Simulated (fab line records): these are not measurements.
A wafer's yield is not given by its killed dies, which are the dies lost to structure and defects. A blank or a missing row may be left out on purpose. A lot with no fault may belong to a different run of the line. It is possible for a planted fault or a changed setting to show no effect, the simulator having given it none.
fab line records + flow nand-harc
record:
- lots: 15
- wafers: 45
- last-day: 34
route steps=1302 shown A_START@389 A_ONON_D1@428 END@1302
lots that met no fault: taken from a fault-free run of the same line
start-h: start of the lot's first displayed wafer, in hours after the record's first day + wait-h: how many hours have passed since the lot's step before this one + " identical to the entry in the row above + L1.1+2: a row that stands for several wafers + - no value, or no start given + * or withheld: withheld + < > ~ a bound
route shown NAME@n: NAME is a module with steps in the file, n the number in the route of the first one + usual: average and standard deviation across the fault-free wafers + same: alike in all rows + chamber/n: place in a boat + sites: per-site readings + _std_site: the standard deviation of these + _edge_site: mean of outer sites minus mean of inner sites + radius-mm: how far each site lies from the wafer's centre + mask NAME#n: copy n + behind: the last tool/chamber to shape the wafer + hold: reason for holding the lot/hours on hold/outcome of the hold + device: names the non-switching transistor (n, p or np) + end of line: tests of these same wafers at the route's end + a step with no rows: only its recipe + killed: not the wafer's yield, but the dies lost to structure and defects at the first sort + map: per-die view of a wafer (x killed, . not killed, _ where there is no die)
set.NAME: the setting as run; set.NAME@STEP: as run at that earlier step + model.NAME: the simulator's own value behind a step, which no gauge read
one table for each step of the route and one row for each wafer, over a sample of lots
services: when a tool's chamber went out of use (start-h, in hours from the record's first day, below 0 if earlier), for how many hours, and the reason
== steps ==
step: NHARC_A_START_INSPECT_01
usual:
- raw-defect-count: 3.4/1.8
| lot.wafer | tool              | chamber | start-h | wait-h | raw-defect-count |
|-----------|-------------------|---------|---------|--------|------------------|
| L545.2    | defect-inspect-01 | -       | 138.87  | -      | 1                |
| L545.5    | "                 | -       | "       | "      | 7                |
| L545.6    | "                 | -       | "       | "      | 7                |
| L546.1    | defect-inspect-01 | -       | 150.16  | -      | 4                |
| L546.2    | "                 | -       | "       | "      | 2                |
| L546.5    | "                 | -       | "       | "      | 7                |
| L547.1    | defect-inspect-01 | -       | 162.08  | -      | 2                |
| L547.3    | "                 | -       | "       | "      | 2                |
| L547.4    | "                 | -       | "       | "      | 2                |
| L550.2    | defect-inspect-01 | -       | 188.67  | -      | 3                |
| L550.5    | "                 | -       | "       | "      | 3                |
| L550.6    | "                 | -       | "       | "      | 2                |
| L549.1    | defect-inspect-02 | -       | 190.20  | -      | 6                |
| L549.2    | "                 | -       | "       | "      | 5                |
| L549.5    | "                 | -       | "       | "      | 2                |
| L551.1    | defect-inspect-02 | -       | 209.02  | -      | 5                |
| L551.2    | "                 | -       | "       | "      | 3                |
| L551.5    | "                 | -       | "       | "      | 2                |
| L552.1    | defect-inspect-02 | -       | 217.51  | -      | 4                |
| L552.2    | "                 | -       | "       | "      | 3                |
| L552.4    | "                 | -       | "       | "      | 2                |
| L554.2    | defect-inspect-02 | -       | 229.48  | -      | 4                |
| L554.5    | "                 | -       | "       | "      | 5                |
| L554.6    | "                 | -       | "       | "      | 5                |
| L555.1    | defect-inspect-02 | -       | 237.69  | -      | 2                |
| L555.3    | "                 | -       | "       | "      | 6                |
| L555.5    | "                 | -       | "       | "      | 2                |
| L562.1    | defect-inspect-02 | -       | 306.32  | -      | 4                |
| L562.3    | "                 | -       | "       | "      | 1                |
| L562.6    | "                 | -       | "       | "      | 3                |
| L563.3    | defect-inspect-01 | -       | 317.86  | -      | 1                |
| L563.4    | "                 | -       | "       | "      | 4                |
| L563.6    | "                 | -       | "       | "      | 6                |
| L564.1    | defect-inspect-02 | -       | 325.32  | -      | 8                |
| L564.4    | "                 | -       | "       | "      | 3                |
| L564.6    | "                 | -       | "       | "      | 4                |
| L566.1    | defect-inspect-02 | -       | 347.77  | -      | 4                |
| L566.4    | "                 | -       | "       | "      | 3                |
| L566.5    | "                 | -       | "       | "      | 4                |
| L567.2    | defect-inspect-02 | -       | 362.30  | -      | 4                |
| L567.3    | "                 | -       | "       | "      | 5                |
| L567.5    | "                 | -       | "       | "      | 2                |
| L568.2    | defect-inspect-02 | -       | 371.38  | -      | 7                |
| L568.4    | "                 | -       | "       | "      | 4                |
| L568.5    | "                 | -       | "       | "      | 2                |
step: NHARC_A_ONON_D1_DEP_06
recipe:
- target-thk-a: 10000
- n2-flow-sccm: 2750
- n2o-flow-sccm: 2000
- nh3-flow-sccm: 500
- sih4-flow-sccm: 210
- temp-c: 400
| lot.wafer  | tool          | chamber | start-h | wait-h |
|------------|---------------|---------|---------|--------|
| L545.2+5+6 | pecvd-onon-04 | 0       | 163.44  | 0.1    |
| L546.1+2+5 | pecvd-onon-01 | 0       | 173.56  | 0.1    |
| L547.1+3+4 | pecvd-onon-04 | 0       | 187.03  | 0.1    |
| L549.1+2+5 | pecvd-onon-01 | 0       | 216.24  | 0.1    |
| L550.2+5+6 | pecvd-onon-02 | 0       | 216.30  | 0.1    |
| L551.1+2+5 | pecvd-onon-02 | 0       | 234.99  | 0.1    |
| L552.1+2+4 | pecvd-onon-02 | 0       | 243.22  | 0.1    |
| L554.2+5+6 | pecvd-onon-02 | 0       | 254.06  | 0.1    |
| L555.1+3+5 | pecvd-onon-02 | 0       | 262.41  | 0.1    |
| L562.1+3+6 | pecvd-onon-02 | 0       | 333.53  | 0.1    |
| L564.1+4+6 | pecvd-onon-04 | 0       | 350.69  | 0.1    |
| L563.3+4+6 | pecvd-onon-02 | 0       | 350.80  | 0.2    |
| L566.1+4+5 | pecvd-onon-04 | 0       | 369.50  | 0.1    |
| L567.2+3+5 | pecvd-onon-02 | 0       | 386.06  | 0.1    |
| L568.2+4+5 | pecvd-onon-02 | 0       | 399.78  | 0.1    |
step: NHARC_A_ONON_D1_THK_MEAS_08
recipe:
- thk-meas-gauge: ellipsometry
usual:
- thk-nm: 997/11
| lot.wafer | tool          | chamber | start-h | wait-h | thk-nm |
|-----------|---------------|---------|---------|--------|--------|
| L545.2    | film-metro-01 | -       | 163.89  | -      | 982    |
| L545.5    | "             | -       | "       | "      | 984    |
| L545.6    | "             | -       | "       | "      | 984    |
| L546.1    | film-metro-01 | -       | 174.06  | -      | 990    |
| L546.2    | "             | -       | "       | "      | 992    |
| L546.5    | "             | -       | "       | "      | 993    |
| L547.1    | film-metro-01 | -       | 187.54  | -      | 1003   |
| L547.3    | "             | -       | "       | "      | 1001   |
| L547.4    | "             | -       | "       | "      | 1000   |
| L550.2    | film-metro-02 | -       | 216.76  | -      | 1001   |
| L550.5    | "             | -       | "       | "      | 1000   |
| L550.6    | "             | -       | "       | "      | 1001   |
| L549.1    | film-metro-01 | -       | 216.76  | -      | 990    |
| L549.2    | "             | -       | "       | "      | 990    |
| L549.5    | "             | -       | "       | "      | 992    |
| L551.1    | film-metro-02 | -       | 235.50  | -      | 998    |
| L551.2    | "             | -       | "       | "      | 999    |
| L551.5    | "             | -       | "       | "      | 998    |
| L552.1    | film-metro-01 | -       | 243.73  | -      | 980    |
| L552.2    | "             | -       | "       | "      | 982    |
| L552.4    | "             | -       | "       | "      | 877    |
| L554.2    | film-metro-02 | -       | 254.51  | -      | 1006   |
| L554.5    | "             | -       | "       | "      | 905    |
| L554.6    | "             | -       | "       | "      | 1007   |
| L555.1    | film-metro-02 | -       | 262.92  | -      | 992    |
| L555.3    | "             | -       | "       | "      | 991    |
| L555.5    | "             | -       | "       | "      | 889    |
| L562.1    | film-metro-01 | -       | 334.04  | -      | 998    |
| L562.3    | "             | -       | "       | "      | 998    |
| L562.6    | "             | -       | "       | "      | 996    |
| L563.3    | film-metro-01 | -       | 351.20  | -      | 1000   |
| L563.4    | "             | -       | "       | "      | 999    |
| L563.6    | "             | -       | "       | "      | 998    |
| L564.1    | film-metro-02 | -       | 351.20  | -      | 997    |
| L564.4    | "             | -       | "       | "      | 998    |
| L564.6    | "             | -       | "       | "      | 998    |
| L566.1    | film-metro-02 | -       | 370.01  | -      | 1000   |
| L566.4    | "             | -       | "       | "      | 998    |
| L566.5    | "             | -       | "       | "      | 999    |
| L567.2    | film-metro-01 | -       | 386.51  | -      | 1002   |
| L567.3    | "             | -       | "       | "      | 999    |
| L567.5    | "             | -       | "       | "      | 1000   |
| L568.2    | film-metro-01 | -       | 400.24  | -      | 982    |
| L568.4    | "             | -       | "       | "      | 984    |
| L568.5    | "             | -       | "       | "      | 982    |
step: NHARC_END_SORT_01
recipe:
- temp-c: 25
usual:
- killed-at-array: 53/18
- killed-at-other: 0.8/1.1
- killed-at-periphery: 4.1/2.7
- killed-dies: 58/18
- killed-open: 3.1/1.7
- killed-short: 2.7/1.7
same:
- gross-dies: 677
| lot.wafer | tool      | chamber | start-h | wait-h | killed-at-array | killed-at-other | killed-at-periphery | killed-dies | killed-open | killed-short |
|-----------|-----------|---------|---------|--------|-----------------|-----------------|---------------------|-------------|-------------|--------------|
| L552.1    | prober-02 | 0       | 651.61  | 2.5    | 32              | 0               | 3                   | 35          | 1           | 4            |
| L552.2    | prober-02 | 0       | 652.41  | 2.8    | 17              | 1               | 9                   | 27          | 4           | 2            |
| L552.4    | prober-02 | 0       | 654.02  | 3.4    | 671             | 1               | 5                   | 677         | 2           | 1            |
| L554.2    | prober-02 | 0       | 660.21  | 2.8    | 35              | 1               | 4                   | 40          | 3           | 3            |
| L554.5    | prober-02 | 0       | 662.61  | 3.7    | 670             | 0               | 7                   | 677         | 5           | 0            |
| L554.6    | prober-02 | 0       | 663.41  | 4.0    | 56              | 0               | 5                   | 61          | 5           | 4            |
| L555.1    | prober-02 | 0       | 667.64  | 2.5    | 60              | 1               | 5                   | 66          | 5           | 5            |
| L555.3    | prober-02 | 0       | 669.26  | 3.1    | 57              | 1               | 3                   | 61          | 3           | 5            |
| L555.5    | prober-02 | 0       | 670.88  | 3.7    | 675             | 1               | 1                   | 677         | 1           | 2            |
killed by level:class
L552.1 A_CHANNEL_HOLE_D2:chamber-film-flake=13 A_CHANNEL_HOLE_D1:chamber-film-flake=5 P_ZERO_WELL:chamber-film-flake=3 A_SLIT:chamber-film-flake=3 A_WL_FILL:chamber-film-flake=2 A_DECK1_JOINT:geometric-particle:open=1 A_DECK1_JOINT:geometric-particle:short=1 A_ONON_D2:geometric-particle:short=1
L552.2 P_ZERO_WELL:chamber-film-flake=6 A_CHANNEL_HOLE_D2:chamber-film-flake=6 P_GATE:chamber-film-flake=3 A_CHANNEL_FILL_D1:geometric-particle:short=2 A_CHANNEL_HOLE_D1:chamber-film-flake=2 A_WL_FILL:chamber-film-flake=2 A_ONON_D1:geometric-particle:open=1 A_CHANNEL_HOLE_D2:geometric-particle:open=1
L552.4 A_ONON_D1:area-dep=650 A_CHANNEL_HOLE_D2:chamber-film-flake=9 A_CHANNEL_HOLE_D1:chamber-film-flake=6 P_GATE:chamber-film-flake=3 P_M0:geometric-particle:open=1 A_ONON_D2:geometric-particle:open=1 A_WL_FILL:geometric-particle:short=1 P_ZERO_WELL:chamber-film-flake=1
L554.2 A_CHANNEL_HOLE_D1:chamber-film-flake=16 A_CHANNEL_HOLE_D2:chamber-film-flake=9 P_GATE:chamber-film-flake=3 A_M0:geometric-particle:open=2 A_SLIT:chamber-film-flake=2 A_ONON_D2:geometric-particle:short=1 A_CHANNEL_HOLE_D2:geometric-particle:short=1 A_CHANNEL_FILL_D2:geometric-particle:short=1
L554.5 A_ONON_D1:area-dep=631 A_CHANNEL_HOLE_D2:chamber-film-flake=15 A_CHANNEL_HOLE_D1:chamber-film-flake=13 P_GATE:chamber-film-flake=4 A_CHANNEL_FILL_D1:geometric-particle:open=2 A_SLIT:chamber-film-flake=2 A_CONTACT:chamber-film-flake=2 P_CONTACT:geometric-particle:open=1
L554.6 A_CHANNEL_HOLE_D1:chamber-film-flake=33 A_CHANNEL_HOLE_D2:chamber-film-flake=9 P_GATE:chamber-film-flake=4 A_ONON_D2:geometric-particle:open=2 A_CHANNEL_HOLE_D1:geometric-particle:short=1 A_CHANNEL_FILL_D2:geometric-particle:open=1 A_WL_FILL:geometric-particle:short=1 A_CONTACT:geometric-particle:open=1
L555.1 A_SLIT:chamber-film-flake=32 A_CHANNEL_HOLE_D1:chamber-film-flake=14 A_STAIRCASE:chamber-film-flake=2 A_CHANNEL_HOLE_D2:unspecified=2 A_CONTACT:chamber-film-flake=2 P_CONTACT:geometric-particle:open=1 P_M0:geometric-particle:open=1 P_M2:geometric-particle:short=1
L555.3 A_SLIT:chamber-film-flake=25 A_CHANNEL_HOLE_D1:chamber-film-flake=17 A_STAIRCASE:chamber-film-flake=6 A_CHANNEL_FILL_D1:chamber-film-flake=2 P_CONTACT:geometric-particle:short=1 P_M0:geometric-particle:short=1 P_M2:geometric-particle:open=1 A_CHANNEL_FILL_D1:geometric-particle:open=1
L555.5 A_ONON_D1:area-dep=603 A_CHANNEL_HOLE_D1:chamber-film-flake=40 A_SLIT:chamber-film-flake=19 A_CHANNEL_FILL_D1:chamber-film-flake=2 A_CHANNEL_HOLE_D2:unspecified=2 A_STAIRCASE:chamber-film-flake=2 A_CONTACT:chamber-film-flake=2 P_STI:geometric-particle:short=1
== services ==
| tool          | chamber | start-h | hours | kind |
|---------------|---------|---------|-------|------|
| pecvd-onon-02 | -       | 185.33  | 13.0  | pm   |
| pecvd-onon-01 | -       | 269.00  | 13.0  | pm   |
| pecvd-onon-04 | -       | 311.09  | 13.0  | pm   |
| pecvd-onon-02 | -       | 366.33  | 13.0  | pm   |
== key ==
first-sign:
- step: NHARC_A_ONON_D1_THK_MEAS_08
- reading: thk-nm
- direction: down
- sigmas: 9.4
- usual: 997
- struck: 890
effect:
- step: NHARC_END_SORT_01
- reading: killed-dies
- direction: up
- sigmas: 34
- usual: 58
- struck: 677
more-kills-born-at:
- NHARC_A_ONON_D1_DEP_06@pecvd-onon-02: 1884
met-at NHARC_A_ONON_D1_DEP_06
struck-lots L552,L554,L555
struck-wafers L552.4,L554.5,L555.5
later-rows-left-out L552.4,L554.5,L555.5
tester-left-out L552,L554,L555
not-acting-at NHARC_A_START_INSPECT_01
onset-between 234.99 243.22
fault:
- kind: process-parameter-drift
- tool: pecvd-onon-02
- chamber: -
- onset-h: 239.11
- steps: NHARC_A_ONON_D1_DEP_06
- channel: target-thk-a
- offset: *
- shape: step
- end-h: 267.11
- scope: struck-wafers-only
- acts-in: *
- stated: *
tester-left-out: of these lots the tester's yield and bins aren't shown, on N5 and GAA mostly nor the transistor test; their killed dies are dies lost to structure and defects alone, not to doping, threshold or leakage, so they don't give the yield
later-rows-left-out: the simulator's readings of these wafers behind a module that went badly wrong aren't trusted and aren't shown, but for the sort
